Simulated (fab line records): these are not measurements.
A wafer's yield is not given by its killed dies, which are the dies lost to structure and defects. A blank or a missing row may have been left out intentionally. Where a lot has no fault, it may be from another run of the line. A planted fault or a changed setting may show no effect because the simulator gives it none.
A lot that was struck, set against a sound lot ; flow n5_finfet ; 16 steps out of a route of 1938
Sound: the wafers L249.2, L249.4, L249.6. Struck: wafer L258.6 (left out: L258.3, a lot-mate that was not struck); the cause follows at the end.
At each step with rows: each side's tool, then ch and its chambers, then its first start. Under that, the readings that differ: sound wafers ; struck wafers ; difference of the means ; sigmas: that difference in standard deviations of wafers without a fault.
alike: readings whose means differ by less than 2 such deviations, and words and numbers that are the same on both sides. not compared: withheld readings, readings that some wafer has no value for, bounds like >300 that may hide the same value, and numbers for which the record gives no deviation and whose values overlap.
Wherever a step has rows on one side only, a row that says differs or no value, or a row with sigmas, the two part there. Numbers that have no deviation but don't overlap get no sigmas and don't part them. A reading missing from all wafers of one side parts the sides only when that side holds two or more wafers.

first, 1 step without rows for these wafers: N5_BEOL_M0_DEGAS_112 (time 60 s).
N5_BEOL_M0_PRE_CLEAN_113: time 30 s.
  sound on pvd_sputter-03, day 7 09:15; struck on pvd_sputter-01, day 9 15:57
  alike: heater_power_w
then, 1 step without rows for these wafers: N5_BEOL_M0_ALD_136 (deposits TaN, pulse time 2 s, purge time 3 s, co reactant purge time 2 s).
N5_BEOL_M0_SURFACE_TREAT_137:
  sound on pvd_sputter-01, day 7 09:35; struck on pvd_sputter-02, day 9 16:19
  not compared: throttle_valve_pct
then, 4 steps without rows for these wafers: N5_BEOL_M0_CVD_115 (deposits Co from CCTBA/H2, time 120 s); N5_BEOL_M0_SPUTTER_116 (material Cu, target thk 4 nm, time 7.37 s); N5_BEOL_M0_ANNEAL_117 (time 60 s); N5_BEOL_M0_SPUTTER_132 (material Cu, target thk 4 nm, time 7.37 s).
N5_BEOL_M0_ANNEAL_133: time 60 s.
  sound on pvd_sputter-01, day 7 09:59; struck on pvd_sputter-02, day 9 16:43
  alike: heater_power_w
then, 1 step without rows for these wafers: N5_BEOL_M0_SPUTTER_134 (material Cu, target thk 4 nm, time 7.37 s).
N5_BEOL_M0_ANNEAL_135: time 60 s.
  sound on pvd_sputter-01, day 7 10:06; struck on pvd_sputter-02, day 9 16:50
  alike: heater_power_w
N5_BEOL_M0_SPUTTER_141: material Cu, target thk 4 nm, time 7.37 s.
  sound on pvd_sputter-01, day 7 10:08; struck on pvd_sputter-02, day 9 16:52
reading;sound;struck;difference;sigmas
throttle_valve_pct (%);29.4 31.9 29.9;28.1;-2.3;-2
  alike: chuck_gas_flow_sccm
N5_BEOL_M0_ECD_118: material Cu, target thk 300 nm.
  sound on ecd_cu-01 ch 0, day 7 10:16; struck on ecd_cu-02 ch 1, day 9 17:01
reading;sound;struck;difference;sigmas
model.Cu_of_BEOL_M0_ECD_118.thk_nm (nm);299 295.8 295.6;423.6;+126.8;
then, 1 step without rows for these wafers: N5_BEOL_M0_ANNEAL_119 (time 90 s).
N5_BEOL_M0_CMP_120: polishes, stops on SiOC, t overpolish 6.9 s.
  sound on cmp-02 ch 0,2, day 7 10:55; struck on cmp-03 ch 3, day 9 17:40
reading;sound;struck;difference;sigmas
motor_current_A (A);5.3 4.9 5.3;8.1;+2.9;+4
time_to_endpoint_s (s);57.0 53.8 57.4;85.9;+29.8;+11
-- here the record skips 2 days between the struck wafers' starts before and after, leaving off in module BEOL_M0 and picking up in module BEOL_M4 (first step shown: number 1111 of the route) --
N5_BEOL_M4_RC_MEAS_101:
  sound on prober-01 ch 0, day 9 23:10; struck on prober-02 ch 0, day 12 02:38
  alike: DIBL_N, DIBL_P, IOFF_N, IOFF_P, ION_N, ION_P, SS_N, SS_P, VT_N, VT_P

== WHERE THEY PART ==
Last at N5_BEOL_M0_CMP_120 as far as this record goes, first at N5_BEOL_M0_SPUTTER_141. Later steps at which nothing parts them and some readings are alike: N5_BEOL_M4_RC_MEAS_101.

WHY: the cause the simulator had injected
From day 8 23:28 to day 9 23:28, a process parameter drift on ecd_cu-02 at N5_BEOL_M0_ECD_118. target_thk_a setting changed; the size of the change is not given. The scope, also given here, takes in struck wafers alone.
